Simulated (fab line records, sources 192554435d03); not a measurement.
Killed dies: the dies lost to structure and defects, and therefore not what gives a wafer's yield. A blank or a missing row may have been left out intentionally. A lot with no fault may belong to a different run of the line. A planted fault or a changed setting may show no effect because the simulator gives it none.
Split-lot experiment	flow n5Finfet	21 wafers read across 7 lots, on a route 1938 steps long

ON THE SPLIT
At N5_BEOL_M0_SAQP_PECVD_96 (deposits a-Si from SiH4/He, target thk 45 nm, time 45.2 s), the setting timeS was moved away from the recipe's 45.2 s on 3 of the 21 wafers read, by -5.9% to -5.7%. This setting was run at the recipe's value on the other wafers.

FROM THE SPLIT TO THE READING: what the file shows between them, 10 steps
- N5_BEOL_M0_SAQP_COAT_82: time 60 s, resist thk 30 nm (also split here: timeS)
- N5_BEOL_M0_SAQP_COAT_08: resist thk 90 nm
- N5_BEOL_M0_SAQP_EBR_10
- N5_BEOL_M0_SAQP_ETCH_101: etches SiNx in CH3F/O2, target depth 29.9 nm, time 42.7 s
- N5_BEOL_M0_SAQP_ETCH_102: etches SiO2 in CF4, target depth 4 nm, time 4.4 s
- N5_BEOL_M0_SAQP_MANDREL_ETCH_103: etches a-Si in HBr/Cl2, stops on SiCN, target depth 45 nm, bt time 10 s, time 27 s
- N5_BEOL_M0_SAQP_RECESS_104: chemistry HF/NH3, target SiO2, target depth 18 nm, afs cycles 3, sublimation time 60 s
- N5_BEOL_M0_SAQP_COAT_105: time 60 s, resist thk 100 nm
- N5_BEOL_M0_SAQP_RECESS_109: chemistry HF/NH3, target SiO2, target depth 3 nm, afs cycles 1, sublimation time 60 s
- N5_BEOL_M0_SAQP_SPACER2_ALD_26: deposits SiO2, target thk 15 nm, pulse time 1 s, purge time 2 s

THE READING
a-Si_of_BEOL_M0_SAQP_PECVD_96.thkNm (the simulator's own value, which no gauge read), in nm, at N5_BEOL_M0_SAQP_SPACER2_ETCHBACK_27 (etches SiO2 in CHF3/O2, target depth 22.5 nm, time 11.25 s). The file does not state a usual value for it. Here, 18 wafers ran the recipe; their average is 42.4 nm with a standard deviation of 0.44 nm.

wafer	tool, chamber at the split	timeS as run, s	against the recipe	a-Si_of_BEOL_M0_SAQP_PECVD_96.thkNm, nm	against lot-mates on the recipe
L074.1	pecvd-04, 0,1	45.2	recipe	42.2	-
L074.2	pecvd-04, 0,1	45.2	recipe	42.2	-
L074.3	pecvd-04, 2	45.2	recipe	41.8	-
L076.1	pecvd-04, 1	45.2	recipe	41.4	-
L076.2	pecvd-04, 0	45.2	recipe	42.4	-
L076.4	pecvd-04, 1	42.52	-5.9%	39.8	-2.1
L078.2	pecvd-04, 0	45.2	recipe	42.6	-
L078.3	pecvd-04, 2	45.2	recipe	42.4	-
L078.6	pecvd-04, 2	45.2	recipe	43.4	-
L082.1	pecvd-02, 0	45.2	recipe	42.4	-
L082.3	pecvd-02, 2	45.2	recipe	42.4	-
L082.4	pecvd-02, 0	45.2	recipe	42.8	-
L084.2	pecvd-04, 1	45.2	recipe	42	-
L084.3	pecvd-04, 2,1	45.2	recipe	42.6	-
L084.5	pecvd-04, 2,1	45.2	recipe	42.6	-
L087.3	pecvd-02, 2	45.2	recipe	42.6	-
L087.4	pecvd-02, 0	45.2	recipe	42.8	-
L087.5	pecvd-02, 2	45.2	recipe	43	-
L095.2	pecvd-04, 1	42.61	-5.7%	38.6	-3.6
L095.4	pecvd-04, 0	42.61	-5.7%	39.4	-2.8
L095.5	pecvd-04, 1	45.2	recipe	42.2	-
The file does not say which wafer passed through which chamber wherever a row lists several chambers: such a row stands for several wafers.

THE FIT
A straight line over all 21 wafers: a-Si_of_BEOL_M0_SAQP_PECVD_96.thkNm changes by +0.545 nm for each +1% of timeS; r = +0.92; the points scatter about the line by 0.48 nm.
The same after taking each lot's own level away (the mean of its wafers on the recipe; 21 wafers): +0.487 nm for each +1%; r = +0.94; scatter 0.39 nm.
The reading moves by 2.9 nm for the largest change in timeS, on that fit.
Measured against the standard deviation above, the lots' own levels, which go from 41.90 to 42.80 nm, span 2.1 times it.
Thus the slope moves with the lot-to-lot level: the two fits are different.
Check: with one of the wafers moved furthest among these (-5.9%) left out of the fit, the line predicts -3.31 nm for it against its lot-mates. It came out at -2.1 nm against them.

ADDITIONAL SPLITS CARRIED BY THESE WAFERS
Before the reading, these wafers also passed through other splits. Each is held against what the fit with the lots' levels taken away leaves over:
other split on the same wafers	wafers away from the commonest value	r with a-Si_of_BEOL_M0_SAQP_PECVD_96.thkNm (lot level and that fit taken away)
N5_MOL_CONTACT_COAG_EXPOSE_05 doseMj	11	+0.03
N5_MOL_CONTACT_COAG_CONTACT_ETCH_14 sourceW	5	-0.01
N5_MOL_CONTACT_COAG_CVD_140 targetThkA	7	-0.35
N5_BEOL_M0_SAQP_COAT_82 timeS	4	-0.32

THE WHOLE CHAIN: every reading that the file lists as answering this split, in the file's order
step	what it does	reading	change (the file's fit)	r (the file's)
N5_BEOL_M0_SAQP_PECVD_96	deposits a-Si from SiH4/He, target thk 45 nm, time 45.2 s	a-Si_of_BEOL_M0_SAQP_PECVD_96.thkNm (the simulator's own value, which no gauge read)	+0.461 nm for each +1% of the setting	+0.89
N5_BEOL_M0_SAQP_MANDREL_ETCH_103	etches a-Si in HBr/Cl2, stops on SiCN, target depth 45 nm, bt time 10 s, time 27 s	etch.depthNm (the simulator's own value, which no gauge read)	+0.463 nm for each +1% of the setting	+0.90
N5_BEOL_M0_SAQP_SPACER2_ETCHBACK_27	etches SiO2 in CHF3/O2, target depth 22.5 nm, time 11.25 s	a-Si_of_BEOL_M0_SAQP_PECVD_96.thkNm (the simulator's own value, which no gauge read)	+0.453 nm for each +1% of the setting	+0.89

THE FILE'S OWN FIT
a-Si_of_BEOL_M0_SAQP_PECVD_96.thkNm changes by +0.453 nm for each +1% of timeS, r = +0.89.
